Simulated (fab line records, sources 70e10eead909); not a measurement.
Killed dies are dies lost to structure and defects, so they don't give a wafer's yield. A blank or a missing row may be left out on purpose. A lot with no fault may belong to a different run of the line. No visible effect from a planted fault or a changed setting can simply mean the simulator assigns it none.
Which tool was responsible? :: flow nandHarc :: 36 wafers from 12 lots sampled at 7 of the route's 1302 steps

## WHAT EACH GAUGE READ, for each wafer
NHARC_A_ONON_D2_THK_MEAS_24: measures by ellipsometry. Usual: thkNm at 1005 nm, with a standard deviation of 7.9.
lot: L999
measured: day 13 05:24
on: filmMetro-02
thkNm (nm): 1006 1005 1007
flag: 

lot: L101
measured: day 14 01:00
on: filmMetro-02
thkNm (nm): 1003 1002 1004
flag: 

lot: L100
measured: day 14 01:00
on: filmMetro-01
thkNm (nm): 999 999 1000
flag: 

lot: L103
measured: day 14 16:08
on: filmMetro-01
thkNm (nm): 998 1000 997
flag: 

lot: L102
measured: day 14 22:23
on: filmMetro-01
thkNm (nm): 1006 1006 1009
flag: 

lot: L104
measured: day 15 13:47
on: filmMetro-02
thkNm (nm): 1002 1001 1001
flag: 

lot: L105
measured: day 15 13:47
on: filmMetro-01
thkNm (nm): 1001 1000 1001
flag: 

lot: L111
measured: day 18 01:20
on: filmMetro-01
thkNm (nm): 1001 1001 1001
flag: 

lot: L112
measured: day 19 00:21
on: filmMetro-01
thkNm (nm): 1000 1003 1001
flag: 

lot: L113
measured: day 19 04:15
on: filmMetro-01
thkNm (nm): 1020 1019 1019
flag: 

lot: L114
measured: day 19 20:35
on: filmMetro-01
thkNm (nm): 1017 1019 1020
flag: 

lot: L120
measured: day 21 17:19
on: filmMetro-02
thkNm (nm): 1018 1018 1019
flag: 

NHARC_A_CHANNEL_HOLE_D2_CD_MEAS_10 targets a cd of 100 nm. Usual: cdNm at 100.0 nm, with a standard deviation of 0.46.
lot: L999
measured: day 13 09:55
on: cdSem-03
cdNm (nm): 99.5 100.0 100.1
flag: 

lot: L101
measured: day 14 07:13
on: cdSem-03
cdNm (nm): 99.6 99.8 99.4
flag: 

lot: L100
measured: day 14 07:00
on: cdSem-01
cdNm (nm): 99.6 100.6 99.9
flag: 

lot: L103
measured: day 14 23:28
on: cdSem-01
cdNm (nm): 100.5 100.0 99.4
flag: 

lot: L102
measured: day 15 02:51
on: cdSem-02
cdNm (nm): 99.8 100.1 99.6
flag: 

lot: L104
measured: day 15 18:19
on: cdSem-03
cdNm (nm): 100.4 100.1 99.7
flag: 

lot: L105
measured: day 15 19:07
on: cdSem-01
cdNm (nm): 100.6 100.7 100.6
flag: 

lot: L111
measured: day 18 06:29
on: cdSem-02
cdNm (nm): 99.7 100.0 99.4
flag: 

lot: L112
measured: day 19 08:44
on: cdSem-02
cdNm (nm): 100.3 100.2 99.9
flag: 

lot: L113
measured: day 19 12:16
on: cdSem-03
cdNm (nm): 99.4 99.7 100.1
flag: 

lot: L114
measured: day 20 03:31
on: cdSem-01
cdNm (nm): 100.0 99.7 100.0
flag: 

lot: L120
measured: day 21 23:44
on: cdSem-01
cdNm (nm): 99.9 100.1 100.0
flag: 

NHARC_A_CHANNEL_HOLE_D2_OVL_MEAS_11. Usual: overlayXNm 0.0 nm, standard deviation 0.84; overlayYNm -0.2 nm, standard deviation 0.83.
lot: L999
measured: day 13 10:00
on: overlay-02
overlayXNm (nm): 0.4 0.3 1.3
overlayYNm (nm): -0.3 -0.3 -0.4
flag: 

lot: L101
measured: day 14 07:18
on: overlay-01
overlayXNm (nm): -0.6 -0.8 -0.3
overlayYNm (nm): 0.0 0.2 0.3
flag: 

lot: L100
measured: day 14 07:05
on: overlay-02
overlayXNm (nm): 0.3 0.3 0.8
overlayYNm (nm): 0.4 -0.2 0.3
flag: 

lot: L103
measured: day 14 23:34
on: overlay-01
overlayXNm (nm): -0.6 -1.2 -0.3
overlayYNm (nm): 1.4 1.0 0.6
flag: 

lot: L102
measured: day 15 02:56
on: overlay-01
overlayXNm (nm): -0.3 -0.8 -0.5
overlayYNm (nm): -0.4 -1.1 -0.6
flag: 

lot: L104
measured: day 15 18:24
on: overlay-01
overlayXNm (nm): 0.2 0.5 0.4
overlayYNm (nm): 0.4 -0.1 0.7
flag: 

lot: L105
measured: day 15 19:13
on: overlay-01
overlayXNm (nm): 0.6 0.9 0.9
overlayYNm (nm): -1.0 -1.4 -0.8
flag: 

lot: L111
measured: day 18 06:34
on: overlay-02
overlayXNm (nm): 0.1 0.3 -0.5
overlayYNm (nm): 0.9 0.2 0.7
flag: 

lot: L112
measured: day 19 08:50
on: overlay-02
overlayXNm (nm): -1.0 -0.8 -1.0
overlayYNm (nm): -0.6 -1.0 -0.4
flag: 

lot: L113
measured: day 19 12:22
on: overlay-02
overlayXNm (nm): 0.5 1.0 0.6
overlayYNm (nm): 0.6 0.4 0.8
flag: 

lot: L114
measured: day 20 03:36
on: overlay-02
overlayXNm (nm): -0.6 -1.2 -1.2
overlayYNm (nm): -0.4 -0.2 -0.3
flag: 

lot: L120
measured: day 21 23:50
on: overlay-01
overlayXNm (nm): -0.2 0.2 0.0
overlayYNm (nm): -1.8 -1.3 -1.2
flag: 

NHARC_A_CHANNEL_HOLE_D2_CD_MEAS_31. Usual: cdNm at 90.0 nm, with a standard deviation of 1.1.
lot: L999
measured: day 13 16:56
on: cdSem-03
cdNm (nm): 87.6 90.4 89.6
flag: 

lot: L101
measured: day 15 07:55
on: cdSem-01
cdNm (nm): 90.9 88.8 89.8
flag: 

lot: L100
measured: day 14 13:51
on: cdSem-03
cdNm (nm): 90.7 90.1 88.7
flag: 

lot: L103
measured: day 15 18:22
on: cdSem-02
cdNm (nm): 90.8 90.2 90.3
flag: 

lot: L102
measured: day 15 15:55
on: cdSem-01
cdNm (nm): 90.4 90.6 89.8
flag: 

lot: L104
measured: day 16 04:25
on: cdSem-01
cdNm (nm): 90.4 90.5 89.7
flag: 

lot: L105
measured: day 16 06:53
on: cdSem-02
cdNm (nm): 92.2 90.4 90.2
flag: 

lot: L111
measured: day 18 13:33
on: cdSem-03
cdNm (nm): 91.1 90.2 89.9
flag: 

lot: L112
measured: day 19 15:38
on: cdSem-03
cdNm (nm): 0.6 0.1 1.3
flag: OFF

lot: L113
measured: day 19 19:47
on: cdSem-01
cdNm (nm): 0.5 1.9 -0.2
flag: OFF

lot: L114
measured: day 20 12:14
on: cdSem-02
cdNm (nm): 90.4 89.1 90.8
flag: 

lot: L120
measured: day 22 09:57
on: cdSem-03
cdNm (nm): 91.5 89.8 90.5
flag: 

NHARC_END_SORT_01. Usual: killedAtArray 53, standard deviation 18; killedAtOther 1.0, standard deviation 1.2; killedAtPeriphery 3.6, standard deviation 2.4; killedDies 58, standard deviation 18; killedOpen 3.4, standard deviation 1.8; killedShort 2.3, standard deviation 1.5.
lot: L112
measured: day 30 21:41
on: prober-01
killedAtArray: 665 669 672
killedAtOther: 1 1 0
killedAtPeriphery: 11 7 5
killedDies: 677 677 677
killedOpen: 4 5 2
killedShort: 2 2 2
flag: OFF

lot: L113
measured: day 30 21:44
on: prober-02
killedAtArray: 664 667 667
killedAtOther: 0 0 1
killedAtPeriphery: 13 10 9
killedDies: 677 677 677
killedOpen: 2 3 3
killedShort: 2 4 8
flag: OFF

## WHICH TOOL RAN EACH LOT (tool, then ch and the chambers of the sampled wafers, then the start)
lot: L999
NHARC_A_CHANNEL_HOLE_D2_ETCH_20: harEtch-02 ch 0,1, day 13 11:23
NHARC_A_CHANNEL_HOLE_D2_XSEM_32: xsem-02 ch 0, day 13 17:02

lot: L101
NHARC_A_CHANNEL_HOLE_D2_ETCH_20: harEtch-01 ch 0,1, day 14 09:01
NHARC_A_CHANNEL_HOLE_D2_XSEM_32: xsem-02 ch 0, day 15 08:01

lot: L100
NHARC_A_CHANNEL_HOLE_D2_ETCH_20: harEtch-02 ch 0,1, day 14 08:28
NHARC_A_CHANNEL_HOLE_D2_XSEM_32: xsem-01 ch 0, day 14 13:56

lot: L103
NHARC_A_CHANNEL_HOLE_D2_ETCH_20: harEtch-02 ch 0, day 15 08:51
NHARC_A_CHANNEL_HOLE_D2_XSEM_32: xsem-02 ch 0, day 15 18:28

lot: L102
NHARC_A_CHANNEL_HOLE_D2_ETCH_20: harEtch-01 ch 0,1, day 15 10:35
NHARC_A_CHANNEL_HOLE_D2_XSEM_32: xsem-01 ch 0, day 15 16:01

lot: L104
NHARC_A_CHANNEL_HOLE_D2_ETCH_20: harEtch-01 ch 0,1, day 15 23:05
NHARC_A_CHANNEL_HOLE_D2_XSEM_32: xsem-02 ch 0, day 16 04:31

lot: L105
NHARC_A_CHANNEL_HOLE_D2_ETCH_20: harEtch-02 ch 0,1, day 16 01:29
NHARC_A_CHANNEL_HOLE_D2_XSEM_32: xsem-01 ch 0, day 16 06:58

lot: L111
NHARC_A_CHANNEL_HOLE_D2_ETCH_20: harEtch-01 ch 0,1, day 18 08:08
NHARC_A_CHANNEL_HOLE_D2_XSEM_32: xsem-02 ch 0, day 18 13:38

lot: L112
NHARC_A_CHANNEL_HOLE_D2_ETCH_20: harEtch-01 ch 0, day 19 10:13
NHARC_A_CHANNEL_HOLE_D2_XSEM_32: xsem-01 ch 0, day 19 15:43

lot: L113
NHARC_A_CHANNEL_HOLE_D2_ETCH_20: harEtch-01 ch 0,1, day 19 14:26
NHARC_A_CHANNEL_HOLE_D2_XSEM_32: xsem-02 ch 0, day 19 19:53

lot: L114
NHARC_A_CHANNEL_HOLE_D2_ETCH_20: harEtch-02 ch 0,1, day 20 06:53
NHARC_A_CHANNEL_HOLE_D2_XSEM_32: xsem-01 ch 0, day 20 12:19

lot: L120
NHARC_A_CHANNEL_HOLE_D2_ETCH_20: harEtch-01 ch 1, day 22 04:34
NHARC_A_CHANNEL_HOLE_D2_XSEM_32: xsem-01 ch 0, day 22 10:03
- NHARC_A_CHANNEL_HOLE_D2_ETCH_20: etches the open film in C4F8/O2/Ar, time 361.9 s, target depth 1600 nm.
- NHARC_A_CHANNEL_HOLE_D2_XSEM_32

## WHAT THE TOOLS THEMSELVES READ (means of the sampled wafers that have a number; where no wafer has one, the mark that the record gives instead)
NHARC_A_CHANNEL_HOLE_D2_ETCH_20. Usual: c4f8FlowSccm 89.29 sccm, standard deviation 0.26; chamberPressureMTorr 20.000 mTorr, standard deviation 0.018; drypumpMotorCurrentA 6.1 A, standard deviation 0.35; showerheadPlenumPTorr 3.63 Torr, standard deviation 0.061; throttleValvePct 32.155 %, standard deviation 0.0093.
lot: L999
tool: harEtch-02
c4f8FlowSccm (sccm): 89.29
chamberPressureMTorr (mTorr): 20.003
drypumpMotorCurrentA (A): 6.3
showerheadPlenumPTorr (Torr): 3.70
throttleValvePct (%): 32.152
flag: 

lot: L101
tool: harEtch-01
c4f8FlowSccm (sccm): 89.01
chamberPressureMTorr (mTorr): 20.006
drypumpMotorCurrentA (A): 6.0
showerheadPlenumPTorr (Torr): 3.62
throttleValvePct (%): 32.163
flag: 

lot: L100
tool: harEtch-02
c4f8FlowSccm (sccm): 89.20
chamberPressureMTorr (mTorr): 19.997
drypumpMotorCurrentA (A): 6.1
showerheadPlenumPTorr (Torr): 3.67
throttleValvePct (%): 32.152
flag: 

lot: L103
tool: harEtch-02
c4f8FlowSccm (sccm): 89.47
chamberPressureMTorr (mTorr): 20.009
drypumpMotorCurrentA (A): 6.6
showerheadPlenumPTorr (Torr): 3.71
throttleValvePct (%): 32.154
flag: 

lot: L102
tool: harEtch-01
c4f8FlowSccm (sccm): 89.17
chamberPressureMTorr (mTorr): 19.998
drypumpMotorCurrentA (A): 5.8
showerheadPlenumPTorr (Torr): 3.65
throttleValvePct (%): 32.147
flag: 

lot: L104
tool: harEtch-01
c4f8FlowSccm (sccm): 89.30
chamberPressureMTorr (mTorr): 20.002
drypumpMotorCurrentA (A): 6.0
showerheadPlenumPTorr (Torr): 3.61
throttleValvePct (%): 32.167
flag: 

lot: L105
tool: harEtch-02
c4f8FlowSccm (sccm): 89.10
chamberPressureMTorr (mTorr): 20.003
drypumpMotorCurrentA (A): 6.1
showerheadPlenumPTorr (Torr): 3.66
throttleValvePct (%): 32.150
flag: 

lot: L111
tool: harEtch-01
c4f8FlowSccm (sccm): 89.48
chamberPressureMTorr (mTorr): 19.992
drypumpMotorCurrentA (A): 6.0
showerheadPlenumPTorr (Torr): 3.59
throttleValvePct (%): 32.146
flag: 

lot: L112
tool: harEtch-01
c4f8FlowSccm (sccm): -
chamberPressureMTorr (mTorr): -
drypumpMotorCurrentA (A): -
showerheadPlenumPTorr (Torr): -
throttleValvePct (%): -
flag: OFF

lot: L113
tool: harEtch-01
c4f8FlowSccm (sccm): -
chamberPressureMTorr (mTorr): -
drypumpMotorCurrentA (A): -
showerheadPlenumPTorr (Torr): -
throttleValvePct (%): -
flag: OFF

lot: L114
tool: harEtch-02
c4f8FlowSccm (sccm): 89.11
chamberPressureMTorr (mTorr): 19.993
drypumpMotorCurrentA (A): 6.1
showerheadPlenumPTorr (Torr): 3.63
throttleValvePct (%): 32.162
flag: 

lot: L120
tool: harEtch-01
c4f8FlowSccm (sccm): 89.12
chamberPressureMTorr (mTorr): 19.990
drypumpMotorCurrentA (A): 6.2
showerheadPlenumPTorr (Torr): 3.52
throttleValvePct (%): 32.160
flag: 

NHARC_A_CHANNEL_HOLE_D2_XSEM_32. Usual: botCdNm 74.6 nm, standard deviation 1.3; bowNm 8.62 nm, standard deviation 0.25; tiltDeg 0.06 degrees, standard deviation 0.049.
lot: L999
tool: xsem-02
botCdNm (nm): 72.7
bowNm (nm): 8.58
tiltDeg (degrees): 0.08
flag: 

lot: L101
tool: xsem-02
botCdNm (nm): 74.7
bowNm (nm): 8.73
tiltDeg (degrees): 0.05
flag: 

lot: L100
tool: xsem-01
botCdNm (nm): 73.8
bowNm (nm): 8.87
tiltDeg (degrees): 0.07
flag: 

lot: L103
tool: xsem-02
botCdNm (nm): 74.8
bowNm (nm): 8.31
tiltDeg (degrees): 0.00
flag: 

lot: L102
tool: xsem-01
botCdNm (nm): 74.3
bowNm (nm): 8.85
tiltDeg (degrees): -0.02
flag: 

lot: L104
tool: xsem-02
botCdNm (nm): 73.9
bowNm (nm): 8.46
tiltDeg (degrees): 0.04
flag: 

lot: L105
tool: xsem-01
botCdNm (nm): 75.6
bowNm (nm): 8.56
tiltDeg (degrees): 0.14
flag: 

lot: L111
tool: xsem-02
botCdNm (nm): 75.6
bowNm (nm): 8.56
tiltDeg (degrees): 0.08
flag: 

lot: L112
tool: xsem-01
botCdNm (nm): 0.4
bowNm (nm): 0.00
tiltDeg (degrees): 0.11
flag: OFF

lot: L113
tool: xsem-02
botCdNm (nm): 1.1
bowNm (nm): 0.62
tiltDeg (degrees): 0.06
flag: OFF

lot: L114
tool: xsem-01
botCdNm (nm): 75.7
bowNm (nm): 8.17
tiltDeg (degrees): 0.10
flag: 

lot: L120
tool: xsem-01
botCdNm (nm): 75.1
bowNm (nm): 8.78
tiltDeg (degrees): 0.13
flag: 

## THE ANSWER, worked out from the rows above alone
Rule: a lot is off if the mean of its wafers that have a number lies more than 3 standard deviations from the usual mean. A lot without any number at a reading at which 4 lots or more have one is off too. Any other lot the step has rows for is counted as sound. After the gauges, taken in route order, come the tools' own readings; for these a lot's mean is taken, as printed above. The first step at which some lot is off is used, and at that step the reading that is off furthest; a lot without a number counts as furthest.
Off: L112, L113, at NHARC_A_CHANNEL_HOLE_D2_CD_MEAS_31 (cdNm).
If a tool, at a process step before that reading, ran all the lots that are off and no sound lot after the first of them, it fits. Not tried: the gauges at NHARC_A_CHANNEL_HOLE_D2_CD_MEAS_31; whatever is off there is also off at NHARC_END_SORT_01, on other tools, and gauge error can't account for it. None of those tried fits.

## WHAT THE SIMULATOR PUT IN
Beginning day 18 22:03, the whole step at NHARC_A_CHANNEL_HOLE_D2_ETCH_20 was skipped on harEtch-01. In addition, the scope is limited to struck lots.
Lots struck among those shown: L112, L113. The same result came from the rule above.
